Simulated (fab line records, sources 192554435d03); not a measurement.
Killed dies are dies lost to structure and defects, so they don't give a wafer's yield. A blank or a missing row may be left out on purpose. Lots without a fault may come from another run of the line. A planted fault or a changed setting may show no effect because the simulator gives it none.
fab line records | flow n5_finfet
record lots=6 wafers=18 last_day=18
route steps=1938 shown BEOL_M10@1470 PASSIVATION@1936
lots that met no fault: from a run of the same line without faults
start_h: hours from the record's first day to the start of the lot's first wafer shown | wait_h: hours since the lot's step before | " the same as in the row above | L1.1+2: a row that stands for several wafers | - no value, or no start given | * or withheld: withheld | < > ~ a bound
route shown NAME@n: a module of which the file shows steps, and the number in the route of the first | usual: mean/standard deviation of fault-free wafers | same: alike in all rows | chamber/n: place in a boat | sites: the reading at each site | _std_site: their standard deviation | _edge_site: outer sites' mean less inner sites' | radius_mm: how far each site lies from the wafer's centre | mask NAME#n: copy n | behind: the tool/chamber that last shaped the wafer | hold: why the lot was held/for how many hours/how that ended | device: the transistor (n, p or np) that didn't switch | end of line: the same wafers' tests at the end of the route | a step without rows: its recipe alone | killed: dies lost to structure and defects at the first sort, not the wafer's yield | map: a wafer's dies, x killed, . not, _ none there
set.NAME: the setting as run; set.NAME@STEP: as run at that earlier step | model.NAME: the simulator's own value behind a step, which no gauge read
lots at some steps of the route; a table a step, a row a wafer
services: from which hour (start_h, from the record's first day; less than 0 if before it) a tool's chamber was out of use, for how many hours, and why
## steps
# step N5_BEOL_M10_ILD_DEP_00
# recipe material=SiCOH_lowk target_thk_a=3085.1 temp_c=300 precursor=DEMS/porogen pressure_torr=5 rf_w=500 time_s=58
# usual heater_power_w=320/48 showerhead_plenum_p_Torr=5.730/0.021 throttle_valve_pct=13.5/0.42
# columns lot.wafer tool chamber start_h wait_h heater_power_w showerhead_plenum_p_Torr throttle_valve_pct
L154.1 pecvd-03 1 238.71 0.0 382 5.724 13.6
L154.4 " 2 " " 330 5.693 13.2
L154.6 " 0 " " 290 5.721 13.6
L158.2 pecvd-01 2 260.06 0.0 269 5.720 13.6
L158.4 " 1 " " 314 5.738 14.1
L158.6 " 2 " " 278 5.718 13.4
L159.2 pecvd-02 2 273.81 0.0 425 5.753 13.6
L159.3 " 0 " " 337 5.728 13.8
L159.5 " 1 " " 303 5.735 13.7
L170.1 pecvd-01 0 356.84 0.0 339 5.757 12.9
L170.2 " 2 " " 280 5.716 13.4
L170.3 " 1 " " 294 5.736 13.9
L174.4 pecvd-01 2 362.48 0.1 274 5.727 13.5
L174.5 " 0 " " 384 5.765 12.6
L174.6 " 1 " " 300 5.735 14.2
L172.1 pecvd-02 0 363.02 0.0 348 5.720 13.9
L172.2 " 1 " " 274 5.741 13.6
L172.3 " 2 " " 379 5.744 13.2
# step N5_BEOL_M10_CURE_71
# recipe temp_c=385 time_s=240 ambient=He/Ar material=SiCOH_lowk
# usual lamp_power_pct=52.31/0.049 wafer_temp_C_max=386.7/0.6
# columns lot.wafer tool chamber start_h wait_h lamp_power_pct wafer_temp_C_max
L154.1 uv_cure-01 0 238.79 0.0 52.35 385.9
L154.4 " 0 " " 52.34 385.7
L154.6 " 0 " " 52.28 386.4
L158.2 uv_cure-01 0 260.22 0.1 52.37 385.9
L158.4 " 0 " " 52.31 386.1
L158.6 " 0 " " 52.27 386.4
L159.2 uv_cure-01 1 273.97 0.1 52.41 386.5
L159.3 " 1 " " 52.32 386.6
L159.5 " 1 " " 52.30 386.9
L170.1 uv_cure-01 0 356.92 0.0 52.33 386.6
L170.2 " 0 " " 52.25 386.6
L170.3 " 0 " " 52.25 386.4
L174.4 uv_cure-02 1 362.77 0.3 52.30 387.7
L174.5 " 1 " " 52.33 386.9
L174.6 " 1 " " 52.31 387.4
L172.1 uv_cure-02 0 363.10 0.0 52.21 388.4
L172.2 " 0 " " 52.30 386.7
L172.3 " 0 " " 52.40 386.6
# step N5_BEOL_M10_THK_MEAS_01
# recipe reads=SiCOH_lowk_of_BEOL_M10_ILD_DEP_00
# usual M10_ILD_THK=267/3.3
# columns lot.wafer tool chamber start_h wait_h M10_ILD_THK[nm]
L154.1 film_metro-02 - 239.30 0.4 270
L154.4 " - " " 269
L154.6 " - " " 269
L158.2 film_metro-02 - 260.65 0.4 266
L158.4 " - " " 273
L158.6 " - " " 271
L159.2 film_metro-01 - 274.40 0.4 270
L159.3 " - " " 264
L159.5 " - " " 273
L170.1 film_metro-02 - 357.91 0.8 271
L170.2 " - " " 268
L170.3 " - " " 267
L174.4 film_metro-01 - 363.05 0.2 273
L174.5 " - " " 272
L174.6 " - " " 269
L172.1 film_metro-01 - 363.61 0.4 260
L172.2 " - " " 263
L172.3 " - " " 263
# step N5_BEOL_M10_PECVD_70
# recipe material=SiO2 target_thk_a=200 temp_c=400 precursor=TEOS/O2 pressure_torr=5.5 rf_w=450 teos_flow_sccm=53.8 gas=O2 flow_sccm=3000 time_s=22.7
# usual heater_power_w=753/98 showerhead_plenum_p_Torr=8.76/0.072 throttle_valve_pct=21.9/0.49
# columns lot.wafer tool chamber start_h wait_h heater_power_w showerhead_plenum_p_Torr throttle_valve_pct
L154.1 pecvd-03 0 239.34 0.0 666 8.74 21.9
L154.4 " 0 " " 688 8.73 21.7
L154.6 " 1 " " 815 8.78 22.0
L158.2 pecvd-02 0 260.69 0.0 789 8.77 22.2
L158.4 " 0 " " 784 8.79 22.0
L158.6 " 1 " " 675 8.78 21.9
L159.2 pecvd-03 2 274.44 0.0 696 8.64 21.8
L159.3 " 1 " " 825 8.79 22.3
L159.5 " 2 " " 679 8.62 21.8
L170.1 pecvd-01 2 357.95 0.0 641 8.70 22.2
L170.2 " 0 " " 826 8.87 20.4
L170.3 " 1 " " 685 8.75 22.7
L174.4 pecvd-03 1 363.10 0.1 901 8.78 22.3
L174.5 " 2 " " 787 8.62 22.0
L174.6 " 0 " " 619 8.72 21.7
L172.1 pecvd-02 1 363.65 0.0 665 8.80 22.0
L172.2 " 0 " " 811 8.75 22.2
L172.3 " 2 " " 830 8.82 22.0
# step N5_BEOL_M10_HM_DEP_02
# recipe material=TiN target_thk_a=200 temp_c=25 chamber_pressure_pa=0.49996
# step N5_BEOL_M10_COAT_59
# recipe resist=SOC temp_c=250 time_s=60 spin_rpm=1500 resist_thk_nm=100
# step N5_BEOL_M10_COAT_60
# recipe resist=SiARC temp_c=220 time_s=60 spin_rpm=1500 resist_thk_nm=30
# step N5_BEOL_M10_COAT_05
# recipe resist=CAR-ArF spin_rpm=1500 resist_thk_nm=90
# step N5_BEOL_M10_EBR_07
# recipe solvent=PGMEA ebr_width_mm=1.5
# step N5_BEOL_M10_SOFTBAKE_06
# recipe temp_c=110 time_s=60 resist=CAR-ArF
# step N5_BEOL_M10_EXPOSE_08
# recipe mask_id=M10 na=1.35 source_shape=dipole sigma_inner=0.411 sigma_outer=0.611 polarization=te dose_mj=53.75
# step N5_BEOL_M10_PEB_09
# recipe peb_temp_c=withheld peb_time_s=60 resist=CAR-ArF
# step N5_BEOL_M10_DEVELOP_10
# recipe develop_time_s=30 developer=TMAH resist=CAR-ArF rinse_liquid=diw dry=air_spin dev_temp_c=23
# usual resist_line_temp_C=23.00/0.1
# columns lot.wafer tool chamber start_h wait_h resist_line_temp_C
L154.1 litho_track-05 0 240.62 - 23.07
L154.4 " 0 " " 23.10
L154.6 " 0 " " 23.09
L158.2 litho_track-04 0 261.58 - 22.87
L158.4 " 0 " " 23.07
L158.6 " 0 " " 23.07
L159.2 litho_track-04 0 275.68 - 23.02
L159.3 " 0 " " 23.10
L159.5 " 0 " " 23.10
L170.1 litho_track-03 0 360.08 - 22.85
L170.2 " 0 " " 22.96
L170.3 " 0 " " 22.82
L174.4 litho_track-04 0 365.13 - 22.99
L174.5 " 0 " " 22.97
L174.6 " 0 " " 22.95
L172.1 litho_track-04 0 365.31 - 23.17
L172.2 " 0 " " 22.95
L172.3 " 0 " " 23.02
# step N5_BEOL_M10_CD_MEAS_11
# recipe target_cd_nm=64.1 landing_energy_ev=500 detector=se_inlens polarity=opening
# usual cd_nm=63.9/0.53
# same landing_energy_ev=500
# columns lot.wafer tool chamber start_h wait_h cd_nm
L154.1 cd_sem-01 0 240.68 - 63.3
L154.4 " 0 " " 63.2
L154.6 " 0 " " 63.1
L158.2 cd_sem-03 0 261.64 - 65.1
L158.4 " 0 " " 65.4
L158.6 " 0 " " 65.7
L159.2 cd_sem-02 0 275.74 - 63.5
L159.3 " 0 " " 63.8
L159.5 " 0 " " 65.3
L170.1 cd_sem-01 0 360.13 - 64.1
L170.2 " 0 " " 64.6
L170.3 " 0 " " 63.2
L174.4 cd_sem-01 0 365.19 - 64.8
L174.5 " 0 " " 64.3
L174.6 " 0 " " 64.6
L172.1 cd_sem-02 0 365.37 - 64.6
L172.2 " 0 " " 64.4
L172.3 " 0 " " 64.9
# step N5_BEOL_M10_OVL_MEAS_12
# recipe points_per_wafer=44
# usual M10_OVL=-0.2/0.67
# columns lot.wafer tool chamber start_h wait_h M10_OVL[nm]
L154.1 overlay-02 0 240.71 0.0 -0.1
L154.4 " 0 " " 0.3
L154.6 " 0 " " -0.5
L158.2 overlay-02 0 261.67 0.0 -0.6
L158.4 " 0 " " 0.7
L158.6 " 0 " " 0.1
L159.2 overlay-02 0 275.77 0.0 0.1
L159.3 " 0 " " 0.6
L159.5 " 0 " " 1.6
L170.1 overlay-01 0 360.16 0.0 0.9
L170.2 " 0 " " -1.6
L170.3 " 0 " " -0.7
L174.4 overlay-02 0 365.22 0.0 0.1
L174.5 " 0 " " 0.7
L174.6 " 0 " " 0.0
L172.1 overlay-02 0 365.40 0.0 -0.2
L172.2 " 0 " " -0.2
L172.3 " 0 " " -0.5
# step N5_BEOL_M10_INSPECT_13
# recipe mode=adi inspect_instrument=brightfield
# usual raw_defect_count=420/110
# columns lot.wafer tool chamber start_h wait_h raw_defect_count
L154.1 defect_inspect-02 - 240.73 0.0 420
L154.4 " - " " 472
L154.6 " - " " 453
L158.2 defect_inspect-01 - 261.69 0.0 182
L158.4 " - " " 409
L158.6 " - " " 294
L159.2 defect_inspect-02 - 275.79 0.0 384
L159.3 " - " " 326
L159.5 " - " " 368
L170.1 defect_inspect-01 - 360.19 0.0 315
L170.2 " - " " 494
L170.3 " - " " 363
L174.4 defect_inspect-02 - 365.25 0.0 300
L174.5 " - " " 340
L174.6 " - " " 526
L172.1 defect_inspect-01 - 365.42 0.0 487
L172.2 " - " " 317
L172.3 " - " " 503
# step N5_BEOL_M10_DESCUM_16
# recipe chemistry=O2 time_s=7.9 source_power_w=50 bias_power_w=20 pressure_mtorr=20 rf_frequency_hz=2.712e+07 temp_c=40 resist=CAR-ArF o2_flow_sccm=225
# usual drypump_motor_current_A=5.5/0.4 oes_product_au=0.82/0.059 rf_vpp_V=243.4/1.5 showerhead_plenum_p_Torr=2.11/0.079 throttle_valve_pct=20.40/0.16
# columns lot.wafer tool chamber start_h wait_h drypump_motor_current_A oes_product_au rf_hours_counter_h rf_vpp_V showerhead_plenum_p_Torr throttle_valve_pct
L154.1 rie_diel-01 2 241.02 0.3 6.0 0.98 4 246.5 2.22 20.31
L154.4 " 1 " " 5.3 0.89 23 243.4 2.14 20.25
L154.6 " 0 " " 5.5 0.87 - 243.8 2.04 20.31
L158.2 rie_diel-01 3 261.92 0.2 4.9 0.87 59 243.4 2.13 20.23
L158.4 " 3 " " 5.0 0.86 - 242.6 2.13 20.25
L158.6 " 1 " " 5.2 0.87 - 243.1 2.14 20.25
L159.2 rie_diel-04 1 275.82 0.0 6.5 0.83 81 242.4 2.03 20.70
L159.3 " 2 " " 5.4 0.79 123 244.2 2.10 20.15
L159.5 " 3 " " 5.8 0.88 - 245.5 2.21 20.43
L170.1 rie_diel-03 2 360.73 0.5 5.6 0.71 182 241.2 1.99 20.58
L170.2 " 1 " " 5.3 0.82 97 244.7 2.23 20.29
L170.3 " 0 " " 5.4 0.71 191 240.9 2.01 20.65
L174.4 rie_diel-04 1 365.51 0.3 6.5 0.80 110 242.3 2.02 20.71
L174.5 " 3 " " 5.9 0.83 - 244.3 2.20 20.48
L174.6 " 2 " " 5.5 0.76 - 242.5 2.09 20.18
L172.1 rie_diel-01 1 365.67 0.3 5.3 0.82 67 244.8 2.12 20.31
L172.2 " 3 " " 4.9 0.82 98 244.0 2.11 20.31
L172.3 " 2 " " 5.9 0.87 48 245.8 2.21 20.38
# step N5_BEOL_M10_ETCH_61
# recipe chemistry=CF4 target=SiARC target_depth_a=390 mask_material=CAR-ArF time_s=65 ion_energy_ev=80 pressure_mtorr=40 source_w=545 bias_w=36 Ar_flow_sccm=100 cf4_flow_sccm=100 ends=cleared
# usual drypump_motor_current_A=5.5/0.4 etch_rf_on_time_s=64.5/1.5 mfc_ar_sccm=100.01/0.29 oes_product_au=0.70/0.052 rf_vpp_V=184.3/1.2 showerhead_plenum_p_Torr=2.16/0.077 throttle_valve_pct=15.55/0.16
# columns lot.wafer tool chamber start_h wait_h drypump_motor_current_A etch_rf_on_time_s mfc_ar_sccm oes_product_au rf_hours_counter_h rf_vpp_V showerhead_plenum_p_Torr throttle_valve_pct model.BEOL_M10.cd_offset_nm
L154.1 rie_diel-01 2 241.06 0.0 6.0 62.5 100.27 0.85 4 185.1 2.28 15.45 -0.6
L154.4 " 1 " " 5.2 63.3 99.67 0.77 23 184.6 2.19 15.42 -1
L154.6 " 0 " " 5.4 63.9 100.37 0.74 - 182.3 2.10 15.51 -1.2
L158.2 rie_diel-01 3 261.96 0.0 5.0 63.9 100.73 0.73 59 183.7 2.17 15.45 1.4
L158.4 " 3 " " 4.9 63.6 100.45 0.74 - 185.6 2.17 15.43 1.4
L158.6 " 1 " " 5.2 64.2 99.97 0.74 - 183.6 2.19 15.44 1.8
L159.2 rie_diel-04 1 275.86 0.0 6.5 62.6 100.05 0.71 81 183.9 2.09 15.91 -0.8
L159.3 " 2 " " 5.4 67.0 99.46 0.66 123 184.3 2.15 15.33 -0.8
L159.5 " 3 " " 5.8 64.0 99.88 0.75 - 186.1 2.26 15.59 1.4
L170.1 rie_diel-03 2 360.76 0.0 5.6 63.9 99.99 0.61 182 183.1 2.04 15.78 0.4
L170.2 " 1 " " 5.3 63.0 100.32 0.70 97 185.7 2.25 15.30 0.2
L170.3 " 0 " " 5.3 67.0 99.56 0.61 191 183.1 2.05 15.73 -0.6
L174.4 rie_diel-04 1 365.55 0.0 6.5 63.2 100.15 0.69 110 183.5 2.08 15.97 0
L174.5 " 3 " " 5.9 63.4 100.24 0.72 - 185.6 2.25 15.66 0.4
L174.6 " 2 " " 5.5 67.5 100.01 0.64 - 184.6 2.14 15.39 0.2
L172.1 rie_diel-01 1 365.71 0.0 5.2 63.1 100.35 0.70 67 184.6 2.18 15.50 0.2
L172.2 " 3 " " 4.9 63.7 100.13 0.70 98 183.2 2.16 15.51 0.4
L172.3 " 2 " " 5.9 63.8 100.26 0.75 48 184.9 2.26 15.54 0.8
# step N5_BEOL_M10_ETCH_62
# recipe chemistry=N2/H2 target=SOC target_depth_a=1100 overetch_a=220 mask_material=SiARC temp_c=40 time_s=165 ion_energy_ev=200 pressure_mtorr=30 source_w=840 bias_w=150 n2_flow_sccm=200 h2_flow_sccm=200
# step N5_BEOL_M10_STRIP_68
# recipe chemistry=N2/H2 temp_c=40 n2_flow_sccm=200 h2_flow_sccm=200 rf_frequency_hz=6e+07
# step N5_BEOL_M10_STRIP_67
# recipe chemistry=CF4 resist=SiARC power_w=300 bias_power_w=75 pressure_mtorr=50 cf4_flow_sccm=150 rf_frequency_hz=6e+07
# step N5_BEOL_M10_HM_OPEN_17
# recipe chemistry=Cl2/BCl3 target_depth_a=200 overetch_a=60 target=TiN mask_material=SOC ion_energy_ev=150 pressure_mtorr=10 icp_w=1000 bias_w=126 Cl2_flow_sccm=53.25 bcl3_flow_sccm=21.75 Ar_flow_sccm=25
# usual drypump_motor_current_A=5.5/0.52 mfc_ar_sccm=24.99/0.083 oes_ar_750_au=0.80/0.12 oes_product_au=0.67/0.091 throttle_valve_pct=22.02/0.19
# columns lot.wafer tool chamber start_h wait_h drypump_motor_current_A mfc_ar_sccm oes_ar_750_au oes_product_au rf_hours_counter_h throttle_valve_pct model.BEOL_M10.cd_offset_nm
L154.1 rie_metal-03 0 241.30 0.0 6.2 25.00 0.67 0.59 81 22.40 -1
L154.4 " 0 " " 6.2 24.91 0.67 0.59 - 22.41 -0.6
L154.6 " 0 " " 6.2 24.98 0.67 0.59 - 22.43 -1.8
L158.2 rie_metal-02 1 262.20 0.0 5.5 25.00 0.72 0.62 59 21.88 1.6
L158.4 " 0 " " 5.8 25.07 0.64 0.55 - 22.02 1.4
L158.6 " 0 " " 5.8 24.96 0.63 0.56 - 22.00 2.2
L159.2 rie_metal-01 0 276.10 0.0 4.8 24.98 1.03 0.86 0 21.85 -0.4
L159.3 " 1 " " 5.8 25.05 0.83 0.68 - 22.06 -0.6
L159.5 " 1 " " 5.8 25.07 0.83 0.68 - 22.06 2
L170.1 rie_metal-01 0 361.00 0.0 4.8 24.93 0.94 0.77 7 21.85 0.4
L170.2 " 1 " " 5.9 25.00 0.80 0.66 38 22.06 0.2
L170.3 " 0 " " 4.8 24.97 0.94 0.78 - 21.85 -0.8
L174.4 rie_metal-01 1 365.81 0.1 5.8 25.11 0.81 0.65 - 22.08 0
L174.5 " 1 " " 5.9 25.06 0.81 0.66 - 22.08 0.4
L174.6 " 0 " " 4.8 24.98 0.93 0.76 - 21.88 0.2
L172.1 rie_metal-01 1 365.94 0.0 5.9 24.98 0.80 0.67 39 22.06 0.6
L172.2 " 0 " " 4.8 25.01 0.94 0.78 7 21.84 0.6
L172.3 " 0 " " 4.8 25.04 0.93 0.79 - 21.84 0.8
# step N5_BEOL_M10_STRIP_19
# recipe chemistry=O2 power_w=400 temp_c=40 pressure_mtorr=30 rf_frequency_hz=6e+07 bias_power_w=0 overash_fraction=0.2 o2_flow_sccm=225
# usual drypump_motor_current_A=5.5/0.37 oes_product_au=0.80/0.061 rf_vpp_V=3.6/0.64 showerhead_plenum_p_Torr=2.11/0.088 throttle_valve_pct=16.65/0.17
# columns lot.wafer tool chamber start_h wait_h drypump_motor_current_A oes_product_au rf_hours_counter_h rf_vpp_V showerhead_plenum_p_Torr throttle_valve_pct
L154.1 rie_diel-01 0 241.50 0.2 5.5 0.87 37 3.5 2.05 16.53
L154.4 " 1 " " 5.2 0.90 23 4.3 2.14 16.45
L154.6 " 0 " " 5.5 0.87 - 4.1 2.05 16.53
L158.2 rie_diel-03 1 262.57 0.3 5.3 0.85 63 3.8 2.24 16.43
L158.4 " 2 " " 5.6 0.73 149 3.4 2.01 16.80
L158.6 " 1 " " 5.3 0.84 - 3.9 2.24 16.43
L159.2 rie_diel-04 0 276.21 0.1 5.1 0.89 18 3.2 2.07 16.68
L159.3 " 3 " " 5.9 0.86 39 3.7 2.22 16.63
L159.5 " 3 " " 5.8 0.87 - 4.1 2.22 16.65
L170.1 rie_diel-04 1 361.11 0.1 6.5 0.80 108 4.3 2.02 16.93
L170.2 " 0 " " 5.1 0.83 47 3.5 2.06 16.76
L170.3 " 3 " " 5.9 0.83 69 4.1 2.21 16.68
L174.4 rie_diel-01 1 365.92 0.1 5.2 0.82 67 2.6 2.13 16.52
L174.5 " 2 " " 6.0 0.87 - 3.6 2.21 16.56
L174.6 " 3 " " 4.9 0.81 - 3.7 2.12 16.58
L172.1 rie_diel-04 2 366.10 0.1 5.5 0.76 145 3.6 2.09 16.45
L172.2 " 0 " " 5.1 0.82 49 4.5 2.06 16.75
L172.3 " 1 " " 6.5 0.80 110 4.8 2.02 16.93
# step N5_PASSIVATION_PROBE_49
# usual defect_limited_yield=91.0/1.5 killed_at_M0_to_M3=35/11 killed_at_M4_up=13/5 killed_at_contacts=12/5.9 killed_at_front_end=42/13 killed_at_other=3/3.2 killed_dies=106/18 killed_on_rim=14/4.2 killed_open=69/13 killed_short=35/8.9 sort_bin_5_function=5.2/0.95 sort_bin_6_memory=3.3/0.71 sort_bin_8_speed=0.00/0.016 sort_n_pass=1074/18 sort_yield_pct=91.0/1.5
# same gross_dies=1180 killed_at_back_side=0 sort_bin_4_leakage[%]=0
# columns lot.wafer tool chamber start_h wait_h defect_limited_yield[%] killed_at_M0_to_M3 killed_at_M4_up killed_at_contacts killed_at_front_end killed_at_other killed_dies killed_on_rim killed_open killed_short sort_bin_5_function[%] sort_bin_6_memory[%] sort_bin_8_speed[%] sort_n_pass sort_yield_pct[%]
L154.1 prober-02 - 304.70 0.0 90.1 47 14 17 38 1 117 21 85 31 6.0 3.7 0 1063 90.1
L154.4 prober-02 - 304.85 0.2 89.9 50 11 13 42 3 119 12 76 43 5.5 4.3 0 1061 89.9
L154.6 prober-02 - 304.95 0.3 89.8 49 14 17 39 1 120 18 82 38 6.0 3.7 0 1060 89.8
L158.2 prober-01 - 320.43 0.1 88.1 36 18 6 76 4 140 17 82 55 7.3 4.2 0 1040 88.1
L158.4 prober-01 - 320.53 0.2 90.8 33 17 14 44 1 109 20 81 28 5.8 3.1 0 1071 90.8
L158.6 prober-01 - 320.63 0.3 89.8 40 12 9 58 1 120 9 73 44 6.1 3.6 0.08 1060 89.8
L159.2 prober-02 - 339.92 0.1 89.5 34 8 19 61 2 124 11 80 43 6.4 3.8 0 1056 89.5
L159.3 prober-02 - 339.97 0.1 91.2 21 9 15 57 2 104 11 72 32 5.4 3.3 0 1076 91.2
L159.5 prober-02 - 340.07 0.2 91.4 31 15 7 47 2 102 16 65 36 4.9 3.4 0 1078 91.4
L170.1 prober-02 - 420.42 0.0 91.7 38 5 10 42 3 98 13 66 31 4.6 3.6 0 1082 91.7
L170.2 prober-02 - 420.47 0.1 91.9 54 5 1 34 2 96 12 54 37 4.7 2.6 0 1084 91.9
L170.3 prober-02 - 420.52 0.1 91.1 41 16 14 33 1 105 15 69 35 5.1 3.4 0 1075 91.1
L172.1 prober-01 - 425.28 0.0 91.3 32 15 8 45 3 103 18 63 39 5.3 2.7 0 1077 91.3
L172.2 prober-01 - 425.33 0.1 94.1 20 12 6 29 3 70 10 41 25 3.6 1.9 0 1110 94.1
L172.3 prober-01 - 425.38 0.1 94.3 14 7 14 27 5 67 8 51 15 3.6 2.0 0 1113 94.3
L174.4 prober-02 - 434.28 0.2 89.8 31 19 7 47 16 120 12 84 36 5.8 4.1 0 1060 89.8
L174.5 prober-02 - 434.33 0.2 91.5 26 13 8 41 12 100 12 77 22 5.0 3.3 0 1080 91.5
L174.6 prober-02 - 434.38 0.3 92.1 26 19 3 40 5 93 16 50 35 4.8 2.0 0 1087 92.1
# killed by level:class
L154.1 BEOL_M1:geometric_particle:open=21 MOL_CONTACT_COAG:geometric_particle:open=13 STI_FIN_REVEAL:geometric_particle:open=9 FIN_SAQP:geometric_particle:open=8 BEOL_M3:geometric_particle:open=6 BEOL_M4:geometric_particle:open=6 DUMMY_GATE:geometric_particle:open=5 BEOL_M0_SAQP:geometric_particle:open=5
L154.4 STI_FIN_REVEAL:geometric_particle:open=13 FIN_SAQP:geometric_particle:short=12 BEOL_M0_SAQP:geometric_particle:short=12 BEOL_M0_SAQP:geometric_particle:open=10 MOL_CONTACT_COAG:geometric_particle:open=9 BEOL_M2:geometric_particle:open=7 BEOL_M3:geometric_particle:open=6 BEOL_M1:geometric_particle:open=5
L154.6 BEOL_M0_SAQP:geometric_particle:short=15 MOL_CONTACT_COAG:geometric_particle:open=13 BEOL_M0_SAQP:geometric_particle:open=9 BEOL_M3:geometric_particle:open=9 STI_FIN_REVEAL:geometric_particle:open=8 BEOL_M1:geometric_particle:open=8 FIN_SAQP:geometric_particle:open=7 STARTING-WAFER:geometric_particle:open=6
L158.2 STI_FIN_REVEAL:geometric_particle:open=14 FIN_SAQP:geometric_particle:short=13 BEOL_M2:geometric_particle:open=11 FIN_SAQP:geometric_particle:open=9 BEOL_M1:geometric_particle:open=8 STI_FIN_REVEAL:geometric_particle:short=7 DUMMY_GATE:geometric_particle:open=7 GATE_CUT:geometric_particle:short=7
L158.4 FIN_SAQP:geometric_particle:open=13 MOL_CONTACT_COAG:geometric_particle:open=12 BEOL_M2:geometric_particle:open=10 BEOL_M0_SAQP:geometric_particle:open=7 FIN_SAQP:geometric_particle:short=6 STARTING-WAFER:geometric_particle:short=6 BEOL_M3:geometric_particle:open=5 BEOL_M4:geometric_particle:open=5
L158.6 FIN_SAQP:geometric_particle:short=14 BEOL_M2:geometric_particle:open=12 FIN_SAQP:geometric_particle:open=11 STI_FIN_REVEAL:geometric_particle:open=9 BEOL_M0_SAQP:geometric_particle:short=8 MOL_CONTACT_COAG:geometric_particle:open=7 BEOL_M3:geometric_particle:open=6 DUMMY_GATE:geometric_particle:short=5
L159.2 STI_FIN_REVEAL:geometric_particle:open=18 MOL_CONTACT_COAG:geometric_particle:open=16 FIN_SAQP:geometric_particle:short=11 FIN_SAQP:geometric_particle:open=8 BEOL_M0_SAQP:geometric_particle:open=7 BEOL_M3:geometric_particle:open=7 GATE_CUT:geometric_particle:short=6 BEOL_M0_SAQP:geometric_particle:short=6
L159.3 STI_FIN_REVEAL:geometric_particle:open=18 MOL_CONTACT_COAG:geometric_particle:open=15 FIN_SAQP:geometric_particle:short=10 STI_FIN_REVEAL:geometric_particle:short=7 DUMMY_GATE:geometric_particle:open=7 FIN_SAQP:geometric_particle:open=6 BEOL_M0_SAQP:geometric_particle:open=5 BEOL_M2:geometric_particle:open=5
L159.5 STI_FIN_REVEAL:geometric_particle:open=13 BEOL_M0_SAQP:geometric_particle:open=11 DUMMY_GATE:geometric_particle:open=7 GATE_CUT:geometric_particle:short=7 BEOL_M0_SAQP:geometric_particle:short=7 MOL_CONTACT_COAG:geometric_particle:open=5 FIN_SAQP:geometric_particle:short=4 STI_FIN_REVEAL:geometric_particle:short=4
L170.1 FIN_SAQP:geometric_particle:open=12 BEOL_M0_SAQP:geometric_particle:open=9 BEOL_M3:geometric_particle:open=9 MOL_CONTACT_COAG:geometric_particle:open=8 BEOL_M1:geometric_particle:open=8 FIN_SAQP:geometric_particle:short=6 DUMMY_GATE:geometric_particle:open=6 GATE_CUT:geometric_particle:short=5
L170.2 BEOL_M0_SAQP:geometric_particle:short=19 BEOL_M3:geometric_particle:open=13 BEOL_M0_SAQP:geometric_particle:open=11 FIN_SAQP:geometric_particle:open=7 FIN_SAQP:geometric_particle:short=6 STI_FIN_REVEAL:geometric_particle:open=5 BEOL_M1:geometric_particle:open=4 HKMG_FIN:area_etch=4
L170.3 BEOL_M0_SAQP:geometric_particle:short=11 MOL_CONTACT_COAG:geometric_particle:open=9 FIN_SAQP:geometric_particle:open=8 BEOL_M0_SAQP:geometric_particle:open=8 BEOL_M3:geometric_particle:open=7 GATE_CUT:geometric_particle:open=6 BEOL_M1:geometric_particle:open=6 STI_FIN_REVEAL:geometric_particle:open=5
L172.1 FIN_SAQP:geometric_particle:short=13 BEOL_M3:geometric_particle:open=8 BEOL_M1:geometric_particle:open=7 BEOL_M2:geometric_particle:open=7 MOL_CONTACT_COAG:geometric_particle:open=6 BEOL_M5:geometric_particle:open=5 GATE_CUT:geometric_particle:short=4 BEOL_M4:geometric_particle:open=4
L172.2 FIN_SAQP:geometric_particle:short=7 BEOL_M2:geometric_particle:open=7 MOL_CONTACT_COAG:geometric_particle:open=6 STARTING-WAFER:geometric_particle:short=5 STI_FIN_REVEAL:geometric_particle:open=4 BEOL_M3:geometric_particle:open=4 BEOL_M4:geometric_particle:open=4 BEOL_M8:geometric_particle:open=4
L172.3 MOL_CONTACT_COAG:geometric_particle:open=14 FIN_SAQP:geometric_particle:short=7 FIN_SAQP:geometric_particle:open=5 BEOL_M3:geometric_particle:open=4 STI_FIN_REVEAL:geometric_particle:open=3 GATE_CUT:geometric_particle:open=3 BEOL_M2:geometric_particle:open=3 BEOL_M4:geometric_particle:open=3
L174.4 BEOL_M0_SAQP:geometric_particle:open=12 BEOL_M4:geometric_particle:open=11 STI_FIN_REVEAL:geometric_particle:open=10 FIN_SAQP:geometric_particle:open=9 BEOL_M0_SAQP:geometric_particle:short=7 GATE_CUT:geometric_particle:short=6 PASS1_CAP:geometric_particle:open=6 FIN_SAQP:geometric_particle:short=5
L174.5 FIN_SAQP:geometric_particle:open=19 BEOL_M4:geometric_particle:open=9 BEOL_M0_SAQP:geometric_particle:open=8 MOL_CONTACT_COAG:geometric_particle:open=7 BEOL_M3:geometric_particle:open=6 GATE_CUT:geometric_particle:open=5 BEOL_M0_SAQP:geometric_particle:short=5 PAD_METAL:geometric_particle:open=4
L174.6 BEOL_M4:geometric_particle:open=10 GATE_CUT:geometric_particle:short=9 STI_FIN_REVEAL:geometric_particle:open=8 HKMG_FIN:area_etch=6 FIN_SAQP:geometric_particle:open=5 BEOL_M0_SAQP:geometric_particle:short=5 BEOL_M0_SAQP:geometric_particle:open=4 BEOL_M0:geometric_particle:open=4
## services
# columns tool chamber start_h hours kind
pecvd-03 - 222.51 6.0 pm
rie_metal-01 - 224.85 1.7 repair
rie_diel-01 - 238.21 2.8 pm
rie_diel-01 2 246.55 8.5 repair
uv_cure-01 - 260.68 1.3 repair
uv_cure-02 - 275.49 9.4 repair
pecvd-03 1 278.44 12.3 repair
rie_diel-01 1 287.24 4.2 repair
rie_metal-01 - 288.34 0.1 repair
rie_metal-03 0 299.21 7.3 repair
pecvd-02 - 299.94 5.5 pm
pecvd-03 0 300.65 12.7 repair
rie_diel-03 3 307.29 5.7 repair
pecvd-01 0 310.77 1.8 repair
rie_metal-02 0 315.18 2.7 repair
pecvd-02 - 323.14 0.7 repair
rie_diel-04 2 323.48 19.8 repair
pecvd-01 - 326.53 0.5 repair
pecvd-01 - 330.65 0.3 repair
uv_cure-01 - 330.93 2.8 pm
pecvd-01 - 332.47 1.4 repair
rie_metal-02 0 346.03 14.3 repair
uv_cure-01 - 355.45 0.7 repair
rie_diel-03 1 365.16 4.2 repair
## key
first_sign none at tools or gauges
model_effect step=N5_BEOL_M10_ETCH_61 value=BEOL_M10.cd_offset_nm without=0.6 struck=1.6
model_effect step=N5_BEOL_M10_HM_OPEN_17 value=BEOL_M10.cd_offset_nm without=1.1 struck=2.1
met_at N5_BEOL_M10_DEVELOP_10
struck_wafers L158.6,L159.5
fault kind=process_parameter_drift tool=litho_track-04 chamber=- onset_h=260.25 steps=N5_BEOL_M10_DEVELOP_10 channel=develop_time_s offset=* shape=step end_h=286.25 scope=struck_wafers_only acts_in=* stated=*
